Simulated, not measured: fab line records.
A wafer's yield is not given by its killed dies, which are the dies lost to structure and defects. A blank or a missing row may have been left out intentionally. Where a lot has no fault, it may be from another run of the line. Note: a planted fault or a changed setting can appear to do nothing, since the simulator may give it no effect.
Which of the tools did it? || flow nandHarc || 36 wafers from 12 lots sampled at 5 of the route's 1159 steps

WHAT THE GAUGES SHOWED, per wafer
NHARC_A_CHANNEL_HOLE_D1_CD_MEAS_10: target cd 100 nm.
{"lot": "L075", "measured": "day 8 04:43", "on": "cdSem-01", "cdNm (nm)": "99.4 99.3 99.2"}
{"lot": "L077", "measured": "day 9 01:02", "on": "cdSem-03", "cdNm (nm)": "99.3 99.2 100.0"}
{"lot": "L078", "measured": "day 9 09:22", "on": "cdSem-02", "cdNm (nm)": "99.5 99.9 99.6"}
{"lot": "L080", "measured": "day 10 00:23", "on": "cdSem-03", "cdNm (nm)": "100.3 99.3 100.3"}
{"lot": "L083", "measured": "day 10 15:16", "on": "cdSem-03", "cdNm (nm)": "99.6 100.3 100.0"}
{"lot": "L087", "measured": "day 12 04:23", "on": "cdSem-01", "cdNm (nm)": "100.4 100.1 99.6"}
{"lot": "L085", "measured": "day 12 02:30", "on": "cdSem-02", "cdNm (nm)": "100.5 99.4 100.1"}
{"lot": "L089", "measured": "day 12 16:47", "on": "cdSem-03", "cdNm (nm)": "99.6 100.2 100.3"}
{"lot": "L092", "measured": "day 12 16:38", "on": "cdSem-02", "cdNm (nm)": "99.5 99.2 98.0"}
{"lot": "L094", "measured": "day 12 22:11", "on": "cdSem-03", "cdNm (nm)": "99.6 98.1 99.3"}
{"lot": "L095", "measured": "day 13 15:19", "on": "cdSem-01", "cdNm (nm)": "100.5 99.6 100.1"}
{"lot": "L097", "measured": "day 14 01:10", "on": "cdSem-02", "cdNm (nm)": "100.5 100.1 100.3"}

TOOL THAT RAN EACH LOT (tool first, then ch and the chambers of the sampled wafers, then the start)
{"lot": "L075", "NHARC_P_M2_DESCUM_14": "rieDiel-03 ch 0,1,3, day 6 04:11", "NHARC_P_M2_DEGAS_29": "pvdSputter-01, day 6 05:12", "NHARC_P_BONDPAD_ETCH_24": "rieDiel-02 ch 0,2,3, day 6 12:39 or earlier", "NHARC_A_ZERO_WELL_DESCUM_12": "rieDiel-07 ch 0,1,2, day 6 12:39"}
{"lot": "L077", "NHARC_P_M2_DESCUM_14": "rieDiel-13 ch 1,2,3, day 7 01:46", "NHARC_P_M2_DEGAS_29": "pvdSputter-01, day 7 03:13", "NHARC_P_BONDPAD_ETCH_24": "rieDiel-11 ch 0,2,3, day 7 10:53 or earlier", "NHARC_A_ZERO_WELL_DESCUM_12": "rieDiel-04 ch 0,1, day 7 10:53"}
{"lot": "L078", "NHARC_P_M2_DESCUM_14": "rieDiel-03 ch 0,2, day 7 09:46", "NHARC_P_M2_DEGAS_29": "pvdSputter-03, day 7 10:48", "NHARC_P_BONDPAD_ETCH_24": "rieDiel-11 ch 1,2,3, day 7 18:17 or earlier", "NHARC_A_ZERO_WELL_DESCUM_12": "rieDiel-05 ch 1,2,3, day 7 18:17"}
{"lot": "L080", "NHARC_P_M2_DESCUM_14": "rieDiel-03 ch 0,1,2, day 8 00:04", "NHARC_P_M2_DEGAS_29": "pvdSputter-02, day 8 01:14", "NHARC_P_BONDPAD_ETCH_24": "rieDiel-11 ch 0,2,3, day 8 08:44 or earlier", "NHARC_A_ZERO_WELL_DESCUM_12": "rieDiel-04 ch 0,2,3, day 8 08:44"}
{"lot": "L083", "NHARC_P_M2_DESCUM_14": "rieDiel-03 ch 2,3, day 8 16:20", "NHARC_P_M2_DEGAS_29": "pvdSputter-01, day 8 17:28", "NHARC_P_BONDPAD_ETCH_24": "rieDiel-01 ch 1,2,3, day 8 21:37", "NHARC_A_ZERO_WELL_DESCUM_12": "rieDiel-05 ch 1,3, day 9 00:59"}
{"lot": "L087", "NHARC_P_M2_DESCUM_14": "rieDiel-13 ch 1,2,3, day 10 03:11", "NHARC_P_M2_DEGAS_29": "pvdSputter-03, day 10 04:13", "NHARC_P_BONDPAD_ETCH_24": "rieDiel-01 ch 0,1,2, day 10 12:04 or earlier", "NHARC_A_ZERO_WELL_DESCUM_12": "rieDiel-05 ch 0,1,3, day 10 12:04"}
{"lot": "L085", "NHARC_P_M2_DESCUM_14": "rieDiel-13 ch 1,2,3, day 10 04:09", "NHARC_P_M2_DEGAS_29": "pvdSputter-03, day 10 05:31", "NHARC_P_BONDPAD_ETCH_24": "rieDiel-11 ch 0,1,3, day 10 13:08 or earlier", "NHARC_A_ZERO_WELL_DESCUM_12": "rieDiel-04 ch 2,3, day 10 13:08"}
{"lot": "L089", "NHARC_P_M2_DESCUM_14": "rieDiel-13 ch 0,3, day 10 08:06", "NHARC_P_M2_DEGAS_29": "pvdSputter-03, day 10 09:11", "NHARC_P_BONDPAD_ETCH_24": "rieDiel-02 ch 0,3, day 10 17:17 or earlier", "NHARC_A_ZERO_WELL_DESCUM_12": "rieDiel-05 ch 1,2, day 10 17:17"}
{"lot": "L092", "NHARC_P_M2_DESCUM_14": "rieDiel-03 ch 1,2,3, day 10 13:57", "NHARC_P_M2_DEGAS_29": "pvdSputter-01, day 10 15:16", "NHARC_P_BONDPAD_ETCH_24": "rieDiel-11 ch 1,2,3, day 10 22:59 or earlier", "NHARC_A_ZERO_WELL_DESCUM_12": "rieDiel-04 ch 0,2,3, day 10 22:59"}
{"lot": "L094", "NHARC_P_M2_DESCUM_14": "rieDiel-03 ch 2,3, day 10 21:09", "NHARC_P_M2_DEGAS_29": "pvdSputter-03, day 10 22:22", "NHARC_P_BONDPAD_ETCH_24": "rieDiel-11 ch 1,3, day 11 06:05 or earlier", "NHARC_A_ZERO_WELL_DESCUM_12": "rieDiel-07 ch 0,3, day 11 06:05"}
{"lot": "L095", "NHARC_P_M2_DESCUM_14": "rieDiel-03 ch 0,1,2, day 11 14:26", "NHARC_P_M2_DEGAS_29": "pvdSputter-03, day 11 15:29", "NHARC_P_BONDPAD_ETCH_24": "rieDiel-11 ch 0,3, day 11 23:24 or earlier", "NHARC_A_ZERO_WELL_DESCUM_12": "rieDiel-04 ch 2,3, day 11 23:24"}
{"lot": "L097", "NHARC_P_M2_DESCUM_14": "rieDiel-03 ch 1,2,3, day 12 00:16", "NHARC_P_M2_DEGAS_29": "pvdSputter-02, day 12 01:18", "NHARC_P_BONDPAD_ETCH_24": "rieDiel-01 ch 0,1,3, day 12 09:14 or earlier", "NHARC_A_ZERO_WELL_DESCUM_12": "rieDiel-07 ch 0,1,2, day 12 09:14"}
- NHARC_P_M2_DESCUM_14: chemistry O2, time 3 s.
- NHARC_P_M2_DEGAS_29: time 60 s.
- NHARC_P_BONDPAD_ETCH_24: etches the open film in CF4/N2, target depth 30 nm, time 72.99 s.
- NHARC_A_ZERO_WELL_DESCUM_12: chemistry O2, time 3 s.

THE ANSWER, worked out from the rows above alone
Rule: what is usual is taken from the lots themselves. Put in order of their means at a reading, lots are off if they are a third of the lots or fewer, leave a main group of 4 or more, and stand apart from it by a gap of 3 or more times the standard deviation of the main group's means; of several such gaps the widest counts. If all means in a main group match to the digits the tables above print for the reading, that group is not used. Also off: a lot with no number at a reading for which 4 or more lots have one. Where the step has rows for the other lots, those lots are counted as sound.
None of the lots is off at any reading shown; this tells nothing.

WHAT WAS PUT IN BY THE SIMULATOR
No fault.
